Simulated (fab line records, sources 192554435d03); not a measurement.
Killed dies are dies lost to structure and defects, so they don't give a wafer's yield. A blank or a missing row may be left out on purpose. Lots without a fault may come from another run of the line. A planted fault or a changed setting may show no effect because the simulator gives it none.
Split-lot experiment | flow n5_finfet | 7 lots, 21 wafers read, on a route of 1938 steps

THE SPLIT
At N5_GATE_CUT_HM_DEP_46 (deposits SiO2 from TEOS/O2, target thk 130 nm, time 26.6 s), the setting time_s was moved away from the recipe's 26.6 s on 6 of the 21 wafers read, by -14.4% to +6.6%. The other wafers ran this setting at the recipe's value.

The reading is taken at the split's own step.

THE READING
SiO2_of_GATE_CUT_HM_DEP_46.thk_nm (the simulator's own value, which no gauge read), in nm, at N5_GATE_CUT_HM_DEP_46 (deposits SiO2 from TEOS/O2, target thk 130 nm, time 26.6 s). The file gives no usual value for it. The 15 wafers here that ran the recipe average 131.5 nm, standard deviation 1.8 nm.

wafer  | tool, chamber at the split | time_s as run, s | against the recipe | SiO2_of_GATE_CUT_HM_DEP_46.thk_nm, nm | against lot-mates on the recipe
L075.2 | pecvd-02, 0                | 26.6             | recipe             | 130.4                                 | -
L075.4 | pecvd-02, 0                | 26.6             | recipe             | 131.6                                 | -
L075.6 | pecvd-02, 0                | 26.6             | recipe             | 131.6                                 | -
L078.1 | pecvd-02, 0                | 26.6             | recipe             | 131.8                                 | -
L078.4 | pecvd-02, 0                | 26.6             | recipe             | 131.8                                 | -
L078.6 | pecvd-02, 1                | 26.6             | recipe             | 133.8                                 | -
L082.2 | pecvd-03, 0                | 26.6             | recipe             | 132.4                                 | -
L082.3 | pecvd-03, 2                | 27.9             | +4.9%              | 136.8                                 | +3.2
L082.6 | pecvd-03, 0                | 26.6             | recipe             | 134.8                                 | -
L084.1 | pecvd-02, 0                | 26.6             | recipe             | 129.8                                 | -
L084.2 | pecvd-02, 2                | 26.6             | recipe             | 127.8                                 | -
L084.3 | pecvd-02, 1                | 26.6             | recipe             | 129.4                                 | -
L087.4 | pecvd-02, 0                | 22.78            | -14.4%             | 114                                   | -16.8
L087.5 | pecvd-02, 1                | 22.78            | -14.4%             | 115.8                                 | -15.0
L087.6 | pecvd-02, 2                | 26.6             | recipe             | 130.8                                 | -
L093.2 | pecvd-02, 0                | 23.86            | -10.3%             | 119.4                                 | -13.5
L093.4 | pecvd-02, 2                | 26.6             | recipe             | 131.4                                 | -
L093.5 | pecvd-02, 0                | 26.6             | recipe             | 134.4                                 | -
L096.1 | pecvd-03, 1                | 28.36            | +6.6%              | 139                                   | +8.6
L096.4 | pecvd-03, 2                | 26.6             | recipe             | 130.4                                 | -
L096.5 | pecvd-03, 1                | 28.36            | +6.6%              | 140.8                                 | +10.4

THE FIT
A straight line over all 21 wafers: SiO2_of_GATE_CUT_HM_DEP_46.thk_nm changes by +1.17 nm for each +1% of time_s; r = +0.97; the points scatter about the line by 1.7 nm.
The same after taking each lot's own level away (the mean of its wafers on the recipe; 21 wafers): +1.17 nm for each +1%; r = +0.98; scatter 1.3 nm.
On that fit, the largest move of time_s shifts the reading by 17 nm.
The lots' own levels span 129.00 to 133.60 nm, that is 2.5 times the standard deviation above.
So the lot-to-lot level changes the slope little: the two slopes agree.
Check: with one of the wafers moved furthest among these (-14.4%) left out of the fit, the line predicts -16.7 nm for it against its lot-mates. It came out at -16.8 nm against them.

OTHER SPLITS ON THESE WAFERS
These wafers also went through other splits before the reading. Each is held against what the fit with the lots' levels taken away leaves over:
other split on the same wafers        | wafers away from the commonest value | r with SiO2_of_GATE_CUT_HM_DEP_46.thk_nm (lot level and that fit taken away)
N5_ZERO_LAYER_COAT_05 spin_rpm        | 7                                    | -0.07
N5_ZERO_LAYER_EXPOSE_08 dose_mj       | 2                                    | -0.05
N5_WELL_APT_COAT_02 spin_rpm          | 8                                    | -0.06
N5_STI_FIN_REVEAL_ETCHBACK_08 time_s  | 7                                    | +0.24
N5_DUMMY_GATE_CVD_03 temp_c           | 18                                   | +0.31
N5_DUMMY_GATE_COAT_28 spin_rpm        | 5                                    | +0.05
N5_SDB_CUT_ETCH_26 icp_w              | 7                                    | -0.14
N5_SDB_ALD_29 ald_cycles              | 6                                    | -0.03
N5_HKMG_FIN_PEB_10 peb_time_s         | 10                                   | -0.53
N5_HKMG_FIN_DEVELOP_11 develop_time_s | 6                                    | -0.02

THE FILE'S OWN FIT
SiO2_of_GATE_CUT_HM_DEP_46.thk_nm changes by +1.17 nm for each +1% of time_s, r = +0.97.
